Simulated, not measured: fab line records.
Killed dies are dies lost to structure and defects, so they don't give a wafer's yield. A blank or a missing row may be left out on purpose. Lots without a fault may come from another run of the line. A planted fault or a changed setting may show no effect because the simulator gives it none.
Check of tool commonality    flow nand_harc    Sampled: 11 lots, 33 wafers

== WHAT PROMPTED THE OPENING ==
On 2 of the 11 lots, a flag is raised at NHARC_P_GATE_INSPECT_68 on the reading raw_defect_count. Wafers without a fault read 188, standard deviation 70.
Rule: a lot is flagged in two cases, either no wafer of it has a number, or all its wafers with numbers fall more than 4 standard deviations from that mean. The other lots count as sound.

lot   measured      on                 raw_defect_count, wafer by wafer  flag
L569  day 6 05:17   defect_inspect-02  176 244 105                       
L570  day 6 19:21   defect_inspect-02  183 250 108                       
L575  day 8 12:05   defect_inspect-02  276 293 158                       
L579  day 10 10:17  defect_inspect-01  924 725 732                       FLAGGED
L580  day 10 21:05  defect_inspect-02  735 720 656                       FLAGGED
L581  day 11 00:44  defect_inspect-01  325 287 220                       
L582  day 11 23:44  defect_inspect-02  176 187 226                       
L584  day 12 17:29  defect_inspect-01  229 110 271                       
L585  day 13 01:07  defect_inspect-02  132 152 161                       
L586  day 13 03:02  defect_inspect-02  116 86 96                         
L591  day 15 15:11  defect_inspect-01  140 151 117                       
The mean of the flagged lots' numbers is 749, +561 from the usual (+8 standard deviations).

== LOT BY LOT: THE TOOL USED ==
The record holds 3 process steps before the reading, out of a route of 1302 steps. Read each cell as the tool, then ch plus the chambers that the sampled wafers visited, then the start.
lot   flag     NHARC_P_GATE_ETCH_104               NHARC_P_GATE_DESCUM_61              NHARC_P_GATE_DESCUM_93
L569           rie_diel-10 ch 2,3, day 5 11:16     rie_diel-10 ch 1,2,3, day 6 00:47   rie_diel-03 ch 1,2,3, day 6 02:20
L570           rie_diel-01 ch 0,1, day 6 01:17     rie_diel-10 ch 0,2, day 6 14:45     rie_diel-10 ch 2,3, day 6 16:26
L575           rie_diel-10 ch 1,2,3, day 7 17:44   rie_diel-03 ch 0,2,3, day 8 07:31   rie_diel-10 ch 1,2, day 8 09:08
L579  FLAGGED  rie_diel-10 ch 0,1,3, day 9 15:57   rie_diel-03 ch 1,3, day 10 05:39    rie_diel-03 ch 0,2,3, day 10 07:23
L580  FLAGGED  rie_diel-10 ch 0,2,3, day 10 01:58  rie_diel-10 ch 0,3, day 10 15:50    rie_diel-03 ch 0,1, day 10 17:34
L581           rie_diel-01 ch 1,2,3, day 10 05:47  rie_diel-10 ch 0,1,3, day 10 19:23  rie_diel-10 ch 0,2,3, day 10 21:06
L582           rie_diel-03 ch 0,1,3, day 11 05:34  rie_diel-10 ch 2,3, day 11 19:04    rie_diel-10 ch 0,3, day 11 20:40
L584           rie_diel-03 ch 0,1,2, day 11 21:28  rie_diel-03 ch 0,1,2, day 12 13:00  rie_diel-10 ch 0,1,3, day 12 14:35
L585           rie_diel-01 ch 1,2, day 12 06:52    rie_diel-10 ch 0,1,3, day 12 20:29  rie_diel-10 ch 1,2,3, day 12 22:13
L586           rie_diel-01 ch 0,3, day 12 09:02    rie_diel-10 ch 0,2,3, day 12 22:24  rie_diel-10 ch 0,1,3, day 13 00:07
L591           rie_diel-10 ch 0,1,2, day 14 20:56  rie_diel-01 ch 1,2, day 15 10:26    rie_diel-03 ch 0,2, day 15 12:18
What is done by these steps:
- NHARC_P_GATE_ETCH_104: etches the open film in CF4/CHF3, target depth 60 nm.
- NHARC_P_GATE_DESCUM_61: chemistry O2, time 3 s.
- NHARC_P_GATE_DESCUM_93: chemistry O2, time 3 s.
- NHARC_P_GATE_INSPECT_68

== FLAGGED OVER TOTAL, TOOL BY TOOL (the gauges that took the reading come last) ==
step                     tool               lots run  flagged  share of the flagged lots  sound lots run after its first flagged lot
NHARC_P_GATE_ETCH_104    rie_diel-01        4         0        none                       -
NHARC_P_GATE_ETCH_104    rie_diel-03        2         0        none                       -
NHARC_P_GATE_ETCH_104    rie_diel-10        5         2        all                        1 (L591)
NHARC_P_GATE_DESCUM_61   rie_diel-01        1         0        none                       -
NHARC_P_GATE_DESCUM_61   rie_diel-03        3         1        some                       1 (L584)
NHARC_P_GATE_DESCUM_61   rie_diel-10        7         1        some                       4 (L581,L582,L585,L586)
NHARC_P_GATE_DESCUM_93   rie_diel-03        4         2        all                        1 (L591)
NHARC_P_GATE_DESCUM_93   rie_diel-10        7         0        none                       -
NHARC_P_GATE_INSPECT_68  defect_inspect-01  4         1        some                       3 (L581,L584,L591)
NHARC_P_GATE_INSPECT_68  defect_inspect-02  7         1        some                       3 (L582,L585,L586)

== WHAT THE TABLE ALLOWS ==
Table rows that saw every flagged lot: 2, namely rie_diel-10 at NHARC_P_GATE_ETCH_104 and rie_diel-03 at NHARC_P_GATE_DESCUM_93.
- rie_diel-10 at NHARC_P_GATE_ETCH_104 ran 5 lots, 2 of them flagged. Sound lots followed the first flagged one (L591) on it, something a lasting fault affecting the whole tool could not allow.
- rie_diel-03 at NHARC_P_GATE_DESCUM_93 ran 4 lots, 2 of them flagged. Sound lots followed the first flagged one (L591) on it, something a lasting fault affecting the whole tool could not allow.
No row of the table ran every flagged lot and no sound lot after the first.

== WHAT THE SIMULATOR PUT IN ==
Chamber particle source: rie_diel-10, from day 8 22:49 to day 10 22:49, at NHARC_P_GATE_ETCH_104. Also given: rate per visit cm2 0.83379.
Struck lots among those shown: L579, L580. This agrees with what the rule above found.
